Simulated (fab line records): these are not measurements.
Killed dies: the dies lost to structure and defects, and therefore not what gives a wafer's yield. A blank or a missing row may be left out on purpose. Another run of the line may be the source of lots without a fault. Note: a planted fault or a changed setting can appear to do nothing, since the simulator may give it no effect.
Comparing a struck lot with a sound one :: flow nand-harc :: 15 steps out of a route of 1302
Sound: the wafers L122.1, L122.3, L122.6. Struck: wafer L137.1 (L137.2, L137.5, from the same lot, were not struck and are left out); the cause is given at the end.
For every step that has rows: the tool of each side, followed by ch and its chambers, followed by its first start. Under that, the readings that differ: sound wafers :: struck wafers :: difference of the means :: sigmas: that difference in standard deviations of wafers without a fault.
alike: readings whose means differ by less than 2 such deviations, and words and numbers that are the same on both sides. not compared: withheld readings, readings that some wafer has no value for, bounds like >300 that may hide the same value, and numbers for which the record gives no deviation and whose values overlap.
A row with sigmas, a row that says differs or no value, or rows on one side alone: a step with any of these is where the two part. Numbers that have no deviation but don't overlap get no sigmas and don't part them. Lack of a reading on every wafer of one side parts them only where that side has two or more wafers.

first, 2 steps without rows for these wafers: NHARC_A_DECK1_JOINT_ANNEAL_28 (time 1800 s); NHARC_A_DECK1_JOINT_ANNEAL_29 (time 1800 s).
NHARC_A_DECK1_JOINT_CMP_02: polishes SiOx.
  sound on cmp-04 ch 1,2, day 12 04:35; struck on cmp-04 ch 3, day 18 10:01
  alike: edge-zone-pressure-frac, motor-current-A, retaining-ring-pressure-frac
next, for these wafers, 1 step has no rows: NHARC_A_DECK1_JOINT_SRD_15.
NHARC_A_DECK1_JOINT_DEP_16: deposits SiO2, target thk 45 nm.
  sound on pecvd-02 ch 0,1,2, day 12 04:59; struck on pecvd-03 ch 1, day 18 10:28
  alike: heater-power-w, throttle-valve-pct
  not compared: since-wet-clean-h
NHARC_A_DECK1_JOINT_THK_MEAS_17: measures by ellipsometry.
  sound: film-metro-02 at day 12 05:16; struck: film-metro-02 at day 18 10:45
  alike: thk-nm
NHARC_A_DECK1_JOINT_INSPECT_05:
  sound: defect-inspect-01 at day 12 05:19; struck: defect-inspect-02 at day 18 10:47
  alike: raw-defect-count
then NHARC_A_ONON_D2_DEP_00 (target thk 1000 nm), 1 step lacking rows for these wafers.
NHARC_A_ONON_D2_THK_MEAS_02: measures by ellipsometry.
  sound: film-metro-02 at day 12 05:53; struck: film-metro-01 at day 18 11:22
  alike: thk-nm
then NHARC_A_ONON_D2_DEP_03 (target thk 1000 nm), 1 step lacking rows for these wafers.
NHARC_A_ONON_D2_THK_MEAS_05: measures by ellipsometry.
  sound: film-metro-02 at day 12 06:33; struck: film-metro-02 at day 18 11:56
  alike: thk-nm
NHARC_A_ONON_D2_DEP_06: target thk 1000 nm.
  sound on pecvd-onon-04 ch 0, day 12 06:36; struck on pecvd-onon-04 ch 0, day 18 11:59
NHARC_A_ONON_D2_THK_MEAS_08: measures by ellipsometry.
  sound: film-metro-02 at day 12 07:07; struck: film-metro-02 at day 18 12:30
reading: thk-nm (nm)
sound: 1009 1008 1008
struck: 1317
difference: +309
sigmas: +31
then NHARC_A_ONON_D2_DEP_09 (target thk 1000 nm), 1 step lacking rows for these wafers.
-- jump in the record: it breaks off in module A_ONON_D2 and resumes in module END (first step shown: number 1302 of the route), and 12 days separate the struck wafers' starts before and after --
NHARC_END_SORT_01:
  sound on prober-02 ch 0, day 24 16:10; struck on prober-01 ch 0, day 30 11:05
reading: killed-at-periphery
sound: 2 0 1
struck: 11
difference: +10
sigmas: +4

reading: killed-open
sound: 3 1 2
struck: 7
difference: +5
sigmas: +2
  alike: killed-at-array, killed-at-other, killed-dies, killed-short

## WHERE THEY PART
First at NHARC_A_ONON_D2_THK_MEAS_08; last, within this record, at NHARC_END_SORT_01.

WHY: whatever the simulator had introduced
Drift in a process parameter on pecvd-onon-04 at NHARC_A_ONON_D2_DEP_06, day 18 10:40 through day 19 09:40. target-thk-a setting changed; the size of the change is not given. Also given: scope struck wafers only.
